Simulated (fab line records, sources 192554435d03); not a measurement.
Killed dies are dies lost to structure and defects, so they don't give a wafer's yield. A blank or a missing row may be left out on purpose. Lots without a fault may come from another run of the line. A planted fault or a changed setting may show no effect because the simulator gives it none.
A struck lot beside a sound one | flow n5_finfet | 14 steps out of a route of 1938
Sound: wafers L228.2, L228.4, L228.6. Struck: wafer L237.3. (L237.1, L237.4 of the same lot were not struck and are left out.) The cause comes at the end.
At each step with rows: each side's tool, then ch and its chambers, then its first start. Under that, the readings that differ: sound wafers | struck wafers | difference of the means | sigmas: that difference in standard deviations of wafers without a fault.
alike: readings whose means differ by less than 2 such deviations, and words and numbers that are the same on both sides. not compared: withheld readings, readings that some wafer has no value for, bounds like >300 that may hide the same value, and numbers for which the record gives no deviation and whose values overlap.
The two part at a step that has a row with sigmas, a row that says differs or no value, or rows on one side only. Numbers that don't overlap but have no deviation are shown without sigmas and don't part them. A reading that every wafer of one side lacks parts them only if that side has two wafers or more.

N5_BEOL_M7_CURE_75: cures SiCOH lowk, time 120 s.
  sound on uv_cure-02 ch 1, day 9 12:01; struck on uv_cure-02 ch 1, day 11 06:20
  alike: lamp_power_pct, wafer_temp_C_max
then, 1 step without rows for these wafers: N5_BEOL_M7_DEGAS_44 (time 60 s).
N5_BEOL_M7_PRE_CLEAN_45: time 30 s.
  sound on pvd_sputter-03, day 9 12:20; struck on pvd_sputter-01, day 11 06:59
  alike: heater_power_w
N5_BEOL_M7_ALD_77: deposits TaN, target thk 2 nm, pulse time 2 s, purge time 3 s.
  sound on ald_metal-02 ch 0,1,2, day 9 12:23; struck on ald_metal-02 ch 1, day 11 07:04
  alike: heater_power_w, precursor_vessel_pressure_torr
then, 2 steps without rows for these wafers: N5_BEOL_M7_SURFACE_TREAT_79; N5_BEOL_M7_CVD_78 (deposits Co from CCTBA/H2, target thk 2 nm, time 142.3 s).
N5_BEOL_M7_SPUTTER_48: material Cu, target thk 10 nm, time 1.667 s.
  sound on pvd_sputter-02, day 9 12:58; struck on pvd_sputter-01, day 11 07:35
  alike: throttle_valve_pct
then, 2 steps without rows for these wafers: N5_BEOL_M7_ECD_50 (material Cu, target thk 300 nm); N5_BEOL_M7_ANNEAL_51 (time 90 s).
N5_BEOL_M7_CMP_52: polishes, stops on SiCOH lowk, t overpolish 6.9 s, target thk 80 nm.
  sound on cmp-01 ch 0,1,3, day 9 13:34; struck on cmp-03 ch 2, day 11 08:25
  reading                      | sound          | struck | difference | sigmas
  barrier_field_endpoint_s (s) | 29.4 30.3 30.3 | 28.0   | -2.0       | -3
  alike: motor_current_A, overpolish_run_s, time_to_endpoint_s
  not compared: pad_life_wafers
N5_BEOL_M7_THK_MEAS_53: measures by xrf.
  sound on film_metro-02, day 9 13:47; struck on film_metro-01, day 11 08:43
  alike: M7_THK
then, 1 step without rows for these wafers: N5_BEOL_M7_PRE_CLEAN_55 (time 15 s).
N5_BEOL_M7_DEP_56: deposits SiCN from 3MS/NH3, target thk 10 nm, time 17.5 s.
  sound on pecvd-04 ch 0,1, day 9 13:52; struck on pecvd-04 ch 1, day 11 08:47
  reading                                  | sound    | struck | difference | sigmas
  model.SiCN_of_BEOL_M7_DEP_56.thk_nm (nm) | 10 10 10 | 15.2   | +5.2       |
  alike: showerhead_plenum_p_Torr, throttle_valve_pct
N5_BEOL_M7_RS_MEAS_57: measures by four-point-probe.
  sound on film_metro-02, day 9 13:58; struck on film_metro-02, day 11 08:51
  reading        | sound             | struck | difference | sigmas
  M7_RS (ohm/sq) | 0.291 0.286 0.290 | 0.307  | +0.018     | +2

WHERE THEY PART
First at N5_BEOL_M7_CMP_52; last, within this record, at N5_BEOL_M7_RS_MEAS_57.

WHY: what the simulator had put in
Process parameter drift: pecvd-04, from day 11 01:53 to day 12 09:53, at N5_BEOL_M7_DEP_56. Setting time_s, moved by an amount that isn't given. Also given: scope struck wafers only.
